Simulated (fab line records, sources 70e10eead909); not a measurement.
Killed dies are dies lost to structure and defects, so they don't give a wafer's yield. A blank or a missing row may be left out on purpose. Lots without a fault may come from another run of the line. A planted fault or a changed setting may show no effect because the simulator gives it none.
A struck lot beside a sound one | flow nand_harc | 18 steps out of a route of 1302
Sound: wafers L700.3, L700.4, L700.6. Struck: wafers L704.1, L704.4, L704.5. The cause comes at the end.
At each step with rows: each side's tool, then ch and its chambers, then its first start. Under that, the readings that differ: sound wafers | struck wafers | difference of the means | sigmas: that difference in standard deviations of wafers without a fault.
alike: readings whose means differ by less than 2 such deviations, and words and numbers that are the same on both sides. not compared: withheld readings, readings that some wafer has no value for, bounds like >300 that may hide the same value, and numbers for which the record gives no deviation and whose values overlap.
The two part at a step that has a row with sigmas, a row that says differs or no value, or rows on one side only. Numbers that don't overlap but have no deviation are shown without sigmas and don't part them. A reading that every wafer of one side lacks parts them only if that side has two wafers or more.

NHARC_P_ZERO_WELL_CD_MEAS_11: target cd 500 nm.
  sound on cd_sem-03 ch 0, day 2 17:07; struck on cd_sem-02 ch 0, day 4 09:07
  alike: cd_nm
then, 1 step without rows for these wafers: NHARC_P_ZERO_WELL_HARDBAKE_12 (time 65 s).
NHARC_P_ZERO_WELL_DESCUM_13: chemistry O2, time 3 s.
  sound on rie_diel-10 ch 0,1,2, day 2 17:17; struck on rie_diel-10 ch 1,2, day 4 09:18
  alike: chamber_pressure_mTorr, drypump_motor_current_A, mfc_ar_sccm, oes_product_au, rf_vpp_V, showerhead_plenum_p_Torr, throttle_valve_pct
  not compared: rf_hours_counter_h
NHARC_P_ZERO_WELL_ETCH_65: etches the open film in N2/H2, target depth 80 nm, overetch 24 nm, time 87.88 s.
  sound on rie_diel-10 ch 0,1,2, day 2 17:22; struck on rie_diel-10 ch 1,2, day 4 09:29
  alike: chamber_pressure_mTorr, drypump_motor_current_A, mfc_ar_sccm, oes_product_au, rf_vpp_V, showerhead_plenum_p_Torr, throttle_valve_pct
  not compared: rf_hours_counter_h
NHARC_P_ZERO_WELL_ETCH_62: etches the open film in CHF3/Ar, target depth 13 nm, time 6.5 s.
  sound on rie_diel-10 ch 0,1,2; struck on rie_diel-10 ch 1,2
  alike: chamber_pressure_mTorr, drypump_motor_current_A, mfc_ar_sccm, oes_product_au, rf_vpp_V, showerhead_plenum_p_Torr, throttle_valve_pct
  not compared: rf_hours_counter_h
NHARC_P_ZERO_WELL_ETCH_63: etches the open film in HBr/Cl2, target depth 120 nm, time 40.1 s.
  sound on rie_si-05 ch 1,2, day 2 17:32; struck on rie_si-06 ch 0,1,2, day 4 09:41
  alike: chamber_pressure_mTorr, drypump_motor_current_A, oes_product_au, throttle_valve_pct
  not compared: rf_hours_counter_h
then, 6 steps without rows for these wafers: NHARC_P_ZERO_WELL_STRIP_15 (strips in SPM, time 900 s); NHARC_P_ZERO_WELL_DEHYDRATE_16 (time 120 s); NHARC_P_ZERO_WELL_HMDS_17 (time 30 s); NHARC_P_ZERO_WELL_COAT_18; NHARC_P_ZERO_WELL_SOFTBAKE_19 (time 95 s); NHARC_P_ZERO_WELL_EBR_20.
NHARC_P_ZERO_WELL_EXPOSE_21: exposes mask P NWELL, target cd 720 nm.
  sound on krf_scanner-01 ch 0, day 2 18:19; struck on krf_scanner-02 ch 0, day 4 10:26
  reading | sound                         | struck                     | difference | sigmas
  mask    | P_NWELL#0 P_NWELL#0 P_NWELL#0 | P_HVPW#0 P_HVPW#0 P_HVPW#0 | differs    |
then, 2 steps without rows for these wafers: NHARC_P_ZERO_WELL_PEB_22 (peb time 85 s); NHARC_P_ZERO_WELL_DEVELOP_23 (time 70 s).
NHARC_P_ZERO_WELL_CD_MEAS_24: target cd 720 nm.
  sound on cd_sem-01 ch 0, day 2 18:28; struck on cd_sem-02 ch 0, day 4 10:35
  reading    | sound             | struck | difference                    | sigmas
  cd_nm (nm) | 720.2 715.4 720.6 | - - -  | no value on the struck wafers |
then, 1 step without rows for these wafers: NHARC_P_ZERO_WELL_HARDBAKE_25 (time 80 s).
-- the record jumps here: 22 days lie between the struck wafers' starts before and after (it left off in module P_ZERO_WELL and takes up again in module END, whose first step shown is number 1302 of the route) --
NHARC_END_SORT_01:
  the record has rows for the struck wafers here (prober-02 ch 0, day 26 11:40) and none for the sound ones

WHERE THEY PART
First at NHARC_P_ZERO_WELL_EXPOSE_21; last, within this record, at NHARC_END_SORT_01.

WHY: what the simulator had put in
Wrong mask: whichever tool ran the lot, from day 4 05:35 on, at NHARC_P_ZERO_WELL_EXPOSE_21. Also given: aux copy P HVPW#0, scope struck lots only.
